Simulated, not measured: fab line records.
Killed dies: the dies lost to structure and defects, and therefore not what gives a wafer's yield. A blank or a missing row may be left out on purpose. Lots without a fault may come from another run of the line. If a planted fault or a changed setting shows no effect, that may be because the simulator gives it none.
A lot that was struck, set against a sound lot / flow n5-finfet / 16 steps out of a route of 1938
Sound: the wafers L508.2, L508.3, L508.4. Struck: wafer L523.6; the same lot's L523.2 was not struck, so it is left out; see the end for the cause.
At each step with rows: each side's tool, then ch and its chambers, then its first start. Under that, the readings that differ: sound wafers / struck wafers / difference of the means / sigmas: that difference in standard deviations of wafers without a fault.
alike: same words and numbers on both sides, and readings whose means sit less than 2 such deviations apart. not compared: any withheld reading, any reading some wafer has no value for, any bound like >300 that may hide the same value, and any number with overlapping values for which the record gives no deviation.
A row with sigmas, a row that says differs or no value, or rows on one side alone: a step with any of these is where the two part. Non-overlapping numbers with no deviation appear without sigmas and do not part them. A reading missing from all wafers of one side parts the sides only when that side holds two or more wafers.

first, 5 steps without rows for these wafers: N5_BEOL_M0_CUTY_EBR_52; N5_BEOL_M0_CUTY_SOFTBAKE_53 (time 60 s); N5_BEOL_M0_CUTY_EXPOSE_54 (exposes mask M0 ABLK); N5_BEOL_M0_CUTY_PEB_55 (peb time 60 s); N5_BEOL_M0_CUTY_DEVELOP_56 (develop time 30 s).
N5_BEOL_M0_CUTY_CD_MEAS_57: the cd target is 200 nm.
  sound on cd-sem-03 ch 0, day 7 12:01; struck on cd-sem-02 ch 0, day 11 06:47
  alike: cd-nm
N5_BEOL_M0_CUTY_OVL_MEAS_58:
  sound on overlay-01 ch 0, day 7 12:03; struck on overlay-02 ch 0, day 11 06:49
  alike: M0_ABLK_OVL
N5_BEOL_M0_CUTY_INSPECT_59: inspects for defects (macro).
  sound on defect-inspect-01, day 7 12:04; struck on defect-inspect-01, day 11 06:50
  alike: raw-defect-count
N5_BEOL_M0_CUTY_DESCUM_61: chemistry O2, time 7.9 s.
  sound on rie-diel-02 ch 0,2, day 7 12:07; struck on rie-diel-01 ch 2, day 11 06:53
  alike: chamber-pressure-mTorr, drypump-motor-current-A, oes-product-au, rf-vpp-V, showerhead-plenum-p-Torr, throttle-valve-pct
  not compared: rf-hours-counter-h
N5_BEOL_M0_CUTY_ETCH_62: etches SiARC in CF4, time 58.5 s.
  sound on rie-diel-02 ch 0,2, day 7 12:08; struck on rie-diel-01 ch 2, day 11 06:55
  alike: chamber-pressure-mTorr, drypump-motor-current-A, etch-rf-on-time-s, oes-product-au, rf-vpp-V, showerhead-plenum-p-Torr, throttle-valve-pct
  not compared: rf-hours-counter-h
N5_BEOL_M0_CUTY_ETCH_63: etches SOC in N2/H2, target depth 82.7 nm, overetch 16.5 nm, time 124 s.
  sound on rie-diel-02 ch 0,2, day 7 12:11; struck on rie-diel-01 ch 2, day 11 06:58
  alike: chamber-pressure-mTorr, drypump-motor-current-A, oes-product-au, rf-vpp-V, showerhead-plenum-p-Torr, throttle-valve-pct
  not compared: rf-hours-counter-h
then, 1 step without rows for these wafers: N5_BEOL_M0_CUTY_STRIP_64 (strips in N2/H2).
N5_BEOL_M0_ETCH_138: etches SiCN in CH3F/O2, target depth 12 nm, time 31.6 s.
  sound on rie-diel-02 ch 0,2, day 7 12:19; struck on rie-diel-01 ch 2, day 11 07:05
reading=etch-rf-on-time-s (s); sound=28.0 27.1 28.1; struck=40.1; difference=+12.4; sigmas=+13
  alike: chamber-pressure-mTorr, drypump-motor-current-A, oes-product-au, rf-vpp-V, showerhead-plenum-p-Torr, throttle-valve-pct
  not compared: rf-hours-counter-h
N5_BEOL_M0_HM_OPEN_105: chemistry Cl2/BCl3, target TiN, target depth 12 nm.
  sound on rie-metal-02 ch 0,1, day 7 12:37; struck on rie-metal-02 ch 1, day 11 07:11
  alike: chamber-pressure-mTorr, drypump-motor-current-A, oes_ar_750_au, oes-product-au, throttle-valve-pct
  not compared: rf-hours-counter-h
-- the record jumps here: 2 days lie between the struck wafers' starts before and after (it left off in module BEOL_M0 and takes up again in module BEOL_M4, whose first step shown is number 1111 of the route) --
N5_BEOL_M4_RC_MEAS_101:
  sound on prober-02 ch 0, day 9 15:26; struck on prober-02 ch 0, day 13 08:44
  alike: DIBL_N, DIBL_P, IOFF_N, IOFF_P, ION_N, ION_P, SS_N, SS_P, VT_N, VT_P
-- the record jumps here: 5 days lie between the struck wafers' starts before and after (it left off in module BEOL_M4 and takes up again in module PASSIVATION, whose first step shown is number 1936 of the route) --
N5_PASSIVATION_PROBE_49:
  sound on prober-02, day 13 13:59; struck on prober-02, day 17 21:03
reading=killed_at_M0_to_M3; sound=36 33 32; struck=56; difference=+22; sigmas=+2
  alike: defect-limited-yield, killed_at_M4_up, killed-at-contacts, killed-at-front-end, killed-at-other, killed-dies, killed-open, killed-short, sort_bin_5_function, sort_bin_6_memory, sort_bin_8_speed, sort-n-pass, sort-yield-pct

WHERE THEY PART
First at N5_BEOL_M0_ETCH_138; last, within this record, at N5_PASSIVATION_PROBE_49.

WHY: whatever the simulator had introduced
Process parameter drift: rie-diel-01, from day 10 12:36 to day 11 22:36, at N5_BEOL_M0_ETCH_138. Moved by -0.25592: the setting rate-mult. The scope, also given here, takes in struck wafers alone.
